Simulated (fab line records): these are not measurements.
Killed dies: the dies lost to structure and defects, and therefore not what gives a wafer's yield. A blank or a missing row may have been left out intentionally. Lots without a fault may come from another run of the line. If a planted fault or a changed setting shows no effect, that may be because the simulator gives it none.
Which of the tools did it? | flow n5 finfet | 10 lots with 30 wafers sampled at 6 steps, on a route of 1938 steps

## WHAT THE GAUGES SHOWED, per wafer
N5_ILD0_THK_MEAS_04.
lot  | measured    | on            | thk nm (nm)
L498 | day 6 04:12 | film metro-01 | 198.3 198.1 197.8
L500 | day 6 17:26 | film metro-02 | 197.8 197.4 195.2
L501 | day 6 22:37 | film metro-02 | 196.1 196.7 195.6
L502 | day 7 05:47 | film metro-01 | 197.3 199.0 197.9
L504 | day 7 17:53 | film metro-01 | 197.4 198.3 197.3
L507 | day 8 11:34 | film metro-01 | 197.1 199.2 198.5
L508 | day 8 15:46 | film metro-01 | 196.9 198.7 197.0
L509 | day 8 19:12 | film metro-01 | 197.7 197.0 195.9
L510 | day 9 04:21 | film metro-01 | 194.8 198.1 195.7
L511 | day 9 06:37 | film metro-02 | 199.0 196.9 196.1

N5_ILD0_THK_MEAS_13.
lot  | measured    | on            | thk nm (nm)
L498 | day 6 07:44 | film metro-02 | 19.2 17.3 19.1
L500 | day 6 20:58 | film metro-02 | 19.9 17.1 16.9
L501 | day 7 02:10 | film metro-02 | 19.1 18.4 19.1
L502 | day 7 09:19 | film metro-01 | 18.2 17.9 17.3
L504 | day 7 21:27 | film metro-02 | 15.9 18.7 17.4
L507 | day 8 15:16 | film metro-01 | 17.5 18.5 17.4
L508 | day 8 19:26 | film metro-01 | 18.0 17.1 18.0
L509 | day 8 23:19 | film metro-02 | 17.6 18.1 18.1
L510 | day 9 07:56 | film metro-01 | 17.0 16.6 18.1
L511 | day 9 10:09 | film metro-01 | 18.4 19.0 18.6

N5_BEOL_M4_RC_MEAS_101.
lot  | measured     | on        | DIBL_N (mV/V)  | DIBL_P (mV/V)  | IOFF_N (nA/um)    | IOFF_P (nA/um) | ION_N (uA/um) | ION_P (uA/um) | SS_N (mV/dec)  | SS_P (mV/dec)  | VT_N (mV)   | VT_P (mV)
L498 | day 10 14:43 | prober-01 | 36.8 38.7 37.9 | 37.4 39.8 38.5 | 0.169 0.216 0.199 | 0.20 0.25 0.23 | 676 690 692   | 460 467 472   | 71.2 72.4 71.8 | 72.9 74.5 74.5 | 247 246 245 | -252 -249 -250
L500 | day 10 17:42 | prober-02 | 37.6 37.4 33.8 | 37.5 37.5 32.5 | 0.173 0.169 0.115 | 0.20 0.19 0.14 | 676 675 655   | 456 458 450   | 71.4 71.1 70.4 | 73.9 73.7 72.9 | 248 248 251 | -255 -254 -256
L504 | day 11 17:46 | prober-02 | 36.0 37.8 35.8 | 33.6 36.3 34.2 | 0.126 0.148 0.125 | 0.16 0.20 0.17 | 662 673 663   | 457 454 459   | 71.7 71.1 71.1 | 72.8 73.7 73.1 | 252 251 254 | -255 -251 -252
L507 | day 12 17:01 | prober-02 | 35.2 34.2 35.3 | 34.6 32.9 34.5 | 0.132 0.123 0.137 | 0.20 0.18 0.19 | 664 653 656   | 459 455 454   | 71.1 71.3 71.7 | 73.1 72.2 72.8 | 252 254 253 | -249 -251 -250
L508 | day 12 19:22 | prober-01 | 35.7 33.7 36.3 | 34.9 32.6 35.9 | 0.132 0.110 0.150 | 0.20 0.17 0.21 | 672 651 664   | 465 454 453   | 72.0 70.9 71.7 | 73.4 72.2 73.2 | 254 254 252 | -250 -249 -248
L509 | day 13 00:59 | prober-02 | 36.6 35.3 35.5 | 35.6 35.2 34.1 | 0.183 0.175 0.161 | 0.23 0.23 0.20 | 677 686 670   | 466 469 457   | 72.1 71.3 72.1 | 73.3 73.8 73.5 | 245 245 248 | -249 -248 -251
L510 | day 13 12:37 | prober-02 | 36.8 38.7 39.1 | 35.2 38.1 38.4 | 0.157 0.199 0.213 | 0.21 0.26 0.27 | 681 683 697   | 468 467 475   | 70.7 71.9 72.5 | 73.0 73.8 74.2 | 253 245 244 | -250 -244 -248
L511 | day 13 15:45 | prober-02 | 34.6 34.9 35.7 | 34.7 33.6 34.8 | 0.133 0.135 0.154 | 0.19 0.16 0.19 | 665 679 681   | 458 461 459   | 71.8 71.3 71.5 | 72.8 72.4 73.6 | 251 252 250 | -251 -253 -249

## WHICH TOOL RAN EACH LOT (tool, then ch and the chambers of the sampled wafers, then the start)
lot  | N5_ILD0_CMP_03               | N5_SDB_HM_DEP_00               | N5_SDB_CMP_30
L498 | cmp-02 ch 1,2, day 6 03:57   | pecvd-03 ch 0,1,2, day 6 07:48 | cmp-02 ch 0,1,3, day 6 11:52
L500 | cmp-02 ch 0,2, day 6 17:08   | pecvd-03 ch 0,1,2, day 6 21:02 | cmp-03 ch 0,1, day 7 01:00
L501 | cmp-02 ch 0,1,3, day 6 22:23 | pecvd-04 ch 0,1,2, day 7 02:13 | cmp-03 ch 1,2, day 7 06:59
L502 | cmp-01 ch 0,1,3, day 7 05:34 | pecvd-03 ch 0,2, day 7 09:23   | cmp-01 ch 0,1,2, day 7 14:40
L504 | cmp-01 ch 0,2,3, day 7 17:43 | pecvd-03 ch 0,1,2, day 7 21:31 | cmp-01 ch 2,3, day 8 04:02
L507 | cmp-01 ch 0,3, day 8 11:16   | pecvd-04 ch 1,2, day 8 15:20   | cmp-03 ch 1,2,3, day 8 19:37
L508 | cmp-04 ch 0,2,3, day 8 15:28 | pecvd-04 ch 0,1,2, day 8 19:30 | cmp-01 ch 1,2,3, day 9 01:20
L509 | cmp-04 ch 0,2,3, day 8 18:54 | pecvd-01 ch 0,2, day 8 23:22   | cmp-03 ch 0,2,3, day 9 04:07
L510 | cmp-01 ch 0,1, day 9 04:04   | pecvd-03 ch 0,1,2, day 9 08:00 | cmp-01 ch 0,1,2, day 9 12:20
L511 | cmp-01 ch 0,1,3, day 9 06:21 | pecvd-03 ch 1,2, day 9 10:13   | cmp-03 ch 1,3, day 9 14:51
- N5_ILD0_CMP_03: polishes, stops on SiNx, t overpolish 1.9 s, target thk 197.38 nm.
- N5_SDB_HM_DEP_00: deposits SiNx from SiH4/NH3/N2, target thk 40 nm, time 35.3 s.
- N5_SDB_CMP_30: polishes, stops on poly-Si, t overpolish 1.54 s, target thk 30 nm.

## AS READ BY THE TOOLS THEMSELVES (means over the sampled wafers that have a number; for cases with no such wafer, the mark the record gives instead)
N5_ILD0_CMP_03.
lot  | tool   | motor current A (A) | overpolish run s (s) | time to endpoint s (s)
L498 | cmp-02 | 13.0                | 1.898                | 74
L500 | cmp-02 | 13.1                | 1.894                | 68
L501 | cmp-02 | 12.8                | 1.909                | 66
L502 | cmp-01 | 12.3                | 1.901                | 73
L504 | cmp-01 | 11.8                | 1.897                | 68
L507 | cmp-01 | 12.2                | 1.909                | 74
L508 | cmp-04 | 13.9                | 1.907                | 67
L509 | cmp-04 | 13.5                | 1.896                | 71
L510 | cmp-01 | 12.9                | 1.901                | 67
L511 | cmp-01 | 12.5                | 1.908                | 64

N5_SDB_HM_DEP_00.
lot  | tool     | chamber pressure Torr (Torr) | heater power outer w (W) | heater power w (W) | showerhead plenum p Torr (Torr) | throttle valve pct (%)
L498 | pecvd-03 | 1.500                        | 432                      | 709                | 5.11                            | 38.5
L500 | pecvd-03 | 1.503                        | 461                      | 742                | 5.10                            | 38.6
L501 | pecvd-04 | -                            | -                        | -                  | -                               | -
L502 | pecvd-03 | -                            | -                        | -                  | -                               | -
L504 | pecvd-03 | 1.501                        | 469                      | 727                | 5.10                            | 38.7
L507 | pecvd-04 | 1.498                        | 607                      | 971                | 5.12                            | 40.7
L508 | pecvd-04 | 1.503                        | 562                      | 916                | 5.11                            | 40.5
L509 | pecvd-01 | 1.499                        | 460                      | 814                | 5.15                            | 37.1
L510 | pecvd-03 | 1.499                        | 476                      | 765                | 5.11                            | 38.7
L511 | pecvd-03 | 1.497                        | 479                      | 785                | 5.09                            | 37.9

N5_SDB_CMP_30.
lot  | tool   | motor current A (A) | time to endpoint s (s)
L498 | cmp-02 | 12.6                | 16.7
L500 | cmp-03 | 14.2                | 15.8
L501 | cmp-03 | 13.2                | 10.1
L502 | cmp-01 | 12.3                | 12.0
L504 | cmp-01 | 11.8                | 19.8
L507 | cmp-03 | 12.3                | 15.7
L508 | cmp-01 | 11.9                | 13.7
L509 | cmp-03 | 11.9                | 17.8
L510 | cmp-01 | 12.5                | 20.0
L511 | cmp-03 | 13.3                | 18.2

## THE ANSWER, worked out from the rows above alone
Rule: usual is defined by the lots themselves. Put in order of their means at a reading, lots are off if they are a third of the lots or fewer, leave a main group of 4 or more, and stand apart from it by a gap of 3 or more times the standard deviation of the main group's means; of several such gaps the widest counts. If all means in a main group match to the digits the tables above print for the reading, that group is not used. A lot without any number at a reading at which 4 lots or more have one is off too. Where the step has rows for the other lots, those lots are counted as sound. The gauges are gone through in route order, then the tools' own readings, and for those a lot's mean is taken as printed above. At the first step where some lot is off, the reading lying furthest off is the one used; lots without a number count as furthest.
Off at N5_SDB_HM_DEP_00 (chamber pressure Torr): L501, L502. Without a number there: L501, L502. The main group: mean 1.500 Torr, standard deviation 0.0021.
A tool fits if, at that step or a process step before it, it ran every lot that is off, and no sound lot after the first of them. Of those tried, none fits.

## WHAT THE SIMULATOR HAD INSERTED
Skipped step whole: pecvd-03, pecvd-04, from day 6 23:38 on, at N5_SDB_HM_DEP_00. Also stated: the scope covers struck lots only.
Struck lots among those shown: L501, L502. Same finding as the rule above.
